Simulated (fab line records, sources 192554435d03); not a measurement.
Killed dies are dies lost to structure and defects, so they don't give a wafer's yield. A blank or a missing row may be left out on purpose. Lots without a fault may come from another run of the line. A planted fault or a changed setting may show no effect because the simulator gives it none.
Split-lot experiment | flow n5_finfet | 7 lots, 39 wafers read, on a route of 1938 steps

THE SPLIT
At N5_BEOL_M7_ILD_DEP_00 (deposits SiCOH lowk from DEMS/porogen, target thk 179.75 nm, time 33.4 s), the setting target_thk_a was moved away from the recipe's 1797.5 angstrom on 18 of the 39 wafers read, by -55.8% to +47.9%. The other wafers ran this setting at the recipe's value.

FROM THE SPLIT TO THE READING: what the file shows between them, 1 step
- N5_BEOL_M7_CURE_74: cures SiCOH lowk, time 240 s

THE READING
M7_ILD_THK, in nm, at N5_BEOL_M7_THK_MEAS_01. Fault-free wafers of this fab line usually give 155.0 nm, standard deviation 1.9 nm.

wafer  | tool, chamber at the split | target_thk_a as run, angstrom | against the recipe | M7_ILD_THK, nm | against lot-mates on the recipe
L080.1 | pecvd-03, 0                | 978                           | -45.6%             | 83.2           | -71.1
L080.2 | pecvd-03, 2                | 1797.5                        | recipe             | 153.9          | -
L080.3 | pecvd-03, 1                | 1797.5                        | recipe             | 151.7          | -
L080.4 | pecvd-03, 1                | 978                           | -45.6%             | 84.3           | -70.0
L080.5 | pecvd-03, 0                | 978                           | -45.6%             | 85.1           | -69.2
L080.6 | pecvd-03, 2                | 1797.5                        | recipe             | 157.2          | -
L081.1 | pecvd-03, 1                | 1797.5                        | recipe             | 153.5          | -
L081.2 | pecvd-03, 0                | 1797.5                        | recipe             | 154.2          | -
L081.3 | pecvd-03, 2                | 2139                          | +19.0%             | 184.1          | +29.6
L081.4 | pecvd-03, 2                | 2139                          | +19.0%             | 187.5          | +33.0
L081.5 | pecvd-03, 1                | 1797.5                        | recipe             | 155.9          | -
L081.6 | pecvd-03, 0                | 2139                          | +19.0%             | 187.3          | +32.8
L083.1 | pecvd-04, 2                | 2658                          | +47.9%             | 226.9          | +72.4
L083.2 | pecvd-04, 1                | 2658                          | +47.9%             | 226.0          | +71.5
L083.3 | pecvd-04, 0                | 1797.5                        | recipe             | 153.6          | -
L083.4 | pecvd-04, 2                | 2658                          | +47.9%             | 231.9          | +77.4
L083.5 | pecvd-04, 0                | 1797.5                        | recipe             | 155.1          | -
L083.6 | pecvd-04, 1                | 1797.5                        | recipe             | 154.7          | -
L085.1 | pecvd-03, 1                | 1797.5                        | recipe             | 152.4          | -
L085.2 | pecvd-03, 2                | 793.6                         | -55.8%             | 68.3           | -85.2
L085.3 | pecvd-03, 0                | 1797.5                        | recipe             | 153.8          | -
L085.4 | pecvd-03, 0                | 793.6                         | -55.8%             | 67.1           | -86.4
L085.5 | pecvd-03, 2                | 793.6                         | -55.8%             | 67.6           | -85.9
L085.6 | pecvd-03, 1                | 1797.5                        | recipe             | 154.4          | -
L087.1 | pecvd-04, 2                | 1797.5                        | recipe             | 152.2          | -
L087.2 | pecvd-04, 1                | 1797.5                        | recipe             | 152.7          | -
L087.3 | pecvd-04, 0                | 1797.5                        | recipe             | 153.5          | -
L087.4 | pecvd-04, 1                | 2653                          | +47.6%             | 231.0          | +78.2
L087.5 | pecvd-04, 2                | 2653                          | +47.6%             | 230.7          | +77.9
L087.6 | pecvd-04, 0                | 2653                          | +47.6%             | 230.6          | +77.8
L091.1 | pecvd-04, 1                | 873.4                         | -51.4%             | 72.5           | -80.3
L091.2 | pecvd-04, 0                | 1797.5                        | recipe             | 152.0          | -
L091.3 | pecvd-04, 2                | 1797.5                        | recipe             | 151.6          | -
L091.4 | pecvd-04, 1                | 1797.5                        | recipe             | 154.8          | -
L091.5 | pecvd-04, 0                | 873.4                         | -51.4%             | 73.9           | -78.9
L091.6 | pecvd-04, 2                | 873.4                         | -51.4%             | 74.5           | -78.3
L092.1 | pecvd-01, 2                | 1797.5                        | recipe             | 155.2          | -
L092.4 | pecvd-01, 0                | 1797.5                        | recipe             | 158.6          | -
L092.6 | pecvd-01, 1                | 1797.5                        | recipe             | 158.0          | -

THE FIT
A straight line over all 39 wafers: M7_ILD_THK changes by +1.57 nm for each +1% of target_thk_a; r = +1.00; the points scatter about the line by 2 nm.
The same after taking each lot's own level away (the mean of its wafers on the recipe; 39 wafers): +1.56 nm for each +1%; r = +1.00; scatter 1.8 nm.
On that fit, the largest move of target_thk_a shifts the reading by 87 nm.
The lots' own levels span 152.80 to 157.27 nm, that is 2.4 times the standard deviation above.
So the lot-to-lot level changes the slope little: the two slopes agree.
Check: with one of the wafers moved furthest among these (-55.8%) left out of the fit, the line predicts -86.8 nm for it against its lot-mates. It came out at -85.2 nm against them.

THE WHOLE CHAIN: every reading that the file lists as answering this split, in the file's order
step                   | what it does                                                             | reading                                                                                  | change (the file's fit)              | r (the file's)
N5_BEOL_M7_ILD_DEP_00  | deposits SiCOH lowk from DEMS/porogen, target thk 179.75 nm, time 33.4 s | SiCOH_lowk_of_BEOL_M7_ILD_DEP_00.thk_nm (the simulator's own value, which no gauge read) | +1.79 nm for each +1% of the setting | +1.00
N5_BEOL_M7_CURE_74     | cures SiCOH lowk, time 240 s                                             | SiCOH_lowk_of_BEOL_M7_ILD_DEP_00.thk_nm (the simulator's own value, which no gauge read) | +1.56 nm for each +1% of the setting | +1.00
N5_BEOL_M7_THK_MEAS_01 |                                                                          | M7_ILD_THK                                                                               | +1.56 for each +1% of the setting    | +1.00

THE FILE'S OWN FIT
M7_ILD_THK changes by +1.56 nm for each +1% of target_thk_a, r = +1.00.
